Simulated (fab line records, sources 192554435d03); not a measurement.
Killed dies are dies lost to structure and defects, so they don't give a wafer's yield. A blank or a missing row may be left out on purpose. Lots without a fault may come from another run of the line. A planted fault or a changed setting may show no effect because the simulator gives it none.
Chamber matching | flow n5_finfet | N5_BEOL_M9_STRIP_36 on rie_diel-04: 4 sister chambers
The step strips in N2/H2. 30 wafers are shown with their chamber, then 12 later ones without.

WAFERS WITH THEIR CHAMBER
wafer  | chamber | drypump_motor_current_A (A) | showerhead_plenum_p_Torr (Torr) | throttle_valve_pct (%)
L077.1 | 2       | 5.7                         | 2.49                            | 23.49
L077.2 | 3       | 5.8                         | 2.50                            | 23.88
L077.5 | 2       | 5.7                         | 2.49                            | 23.53
L078.2 | 3       | 5.8                         | 2.50                            | 23.86
L078.4 | 1       | 6.1                         | 2.64                            | 23.57
L078.6 | 1       | 6.1                         | 2.64                            | 23.59
L079.3 | 1       | 6.1                         | 2.64                            | 23.58
L079.4 | 0       | 5.6                         | 2.51                            | 23.86
L079.6 | 2       | 5.7                         | 2.49                            | 23.54
L081.2 | 0       | 5.6                         | 2.51                            | 23.84
L081.3 | 3       | 5.8                         | 2.50                            | 23.90
L081.4 | 0       | 5.5                         | 2.51                            | 23.86
L083.1 | 2       | 5.7                         | 2.48                            | 23.53
L083.2 | 3       | 5.8                         | 2.50                            | 23.89
L083.3 | 1       | 6.1                         | 2.64                            | 23.58
L084.2 | 3       | 5.8                         | 2.50                            | 23.86
L084.4 | 2       | 5.7                         | 2.48                            | 23.55
L084.5 | 2       | 5.7                         | 2.48                            | 23.56
L085.1 | 3       | 5.8                         | 2.50                            | 23.90
L085.3 | 2       | 5.7                         | 2.48                            | 23.53
L085.5 | 1       | 6.1                         | 2.63                            | 23.59
L086.2 | 2       | 5.7                         | 2.48                            | 23.56
L086.3 | 0       | 5.6                         | 2.50                            | 23.88
L086.6 | 2       | 5.7                         | 2.48                            | 23.56
L089.1 | 0       | 5.6                         | 2.50                            | 23.91
L089.5 | 2       | 5.7                         | 2.48                            | 23.57
L089.6 | 1       | 6.1                         | 2.63                            | 23.55
L088.1 | 2       | 5.7                         | 2.48                            | 23.56
L088.4 | 0       | 5.6                         | 2.50                            | 23.87
L088.6 | 2       | 5.7                         | 2.48                            | 23.56

SIGNATURES (means of the wafers above)
reading                  | chamber 0 | chamber 1 | chamber 2 | chamber 3 | scatter within a chamber
drypump_motor_current_A  | 5.583     | 6.100     | 5.700     | 5.800     | 0.0179
showerhead_plenum_p_Torr | 2.5050    | 2.6367    | 2.4825    | 2.5000    | 0.00442
throttle_valve_pct       | 23.8700   | 23.5767   | 23.5450   | 23.8817   | 0.0207
Rule: a wafer's distance from a chamber is the root of the sum, over the readings, of the square of ((its reading less the chamber's mean) divided by the reading's scatter). The wafer belongs to the nearest chamber; if the next one is less than 2 further off, it can't be placed. The scatter: the root of (the sum of the squares of (reading less its chamber's mean) over the shown wafers, divided by (wafers less chambers)).

WAFERS WITHOUT THEIR CHAMBER
wafer  | drypump_motor_current_A (A) | showerhead_plenum_p_Torr (Torr) | throttle_valve_pct (%)
L093.1 | 6.1                         | 2.63                            | 23.59
L093.3 | 5.6                         | 2.50                            | 23.92
L093.4 | 5.7                         | 2.47                            | 23.58
L091.2 | 5.7                         | 2.47                            | 23.58
L091.5 | 6.1                         | 2.63                            | 23.58
L091.6 | 5.8                         | 2.49                            | 23.50
L092.1 | 6.1                         | 2.62                            | 23.61
L092.2 | 5.8                         | 2.49                            | 23.56
L092.4 | 6.1                         | 2.63                            | 23.61
L097.1 | 5.7                         | 2.47                            | 23.58
L097.3 | 5.8                         | 2.49                            | 23.55
L097.5 | 5.7                         | 2.47                            | 23.58

WHICH CHAMBER EACH WENT THROUGH
wafer  | from the rows above | in truth
L093.1 | 1                   | 1
L093.3 | 0                   | 0
L093.4 | 2                   | 2
L091.2 | 2                   | 2
L091.5 | 1                   | 1
L091.6 | 2                   | 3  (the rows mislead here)
L092.1 | 1                   | 1
L092.2 | 2                   | 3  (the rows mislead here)
L092.4 | 1                   | 1
L097.1 | 2                   | 2
L097.3 | 2                   | 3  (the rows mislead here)
L097.5 | 2                   | 2
Placed correctly: 9 of 12. Can't be placed from these rows: 0. Placed wrongly: 3.
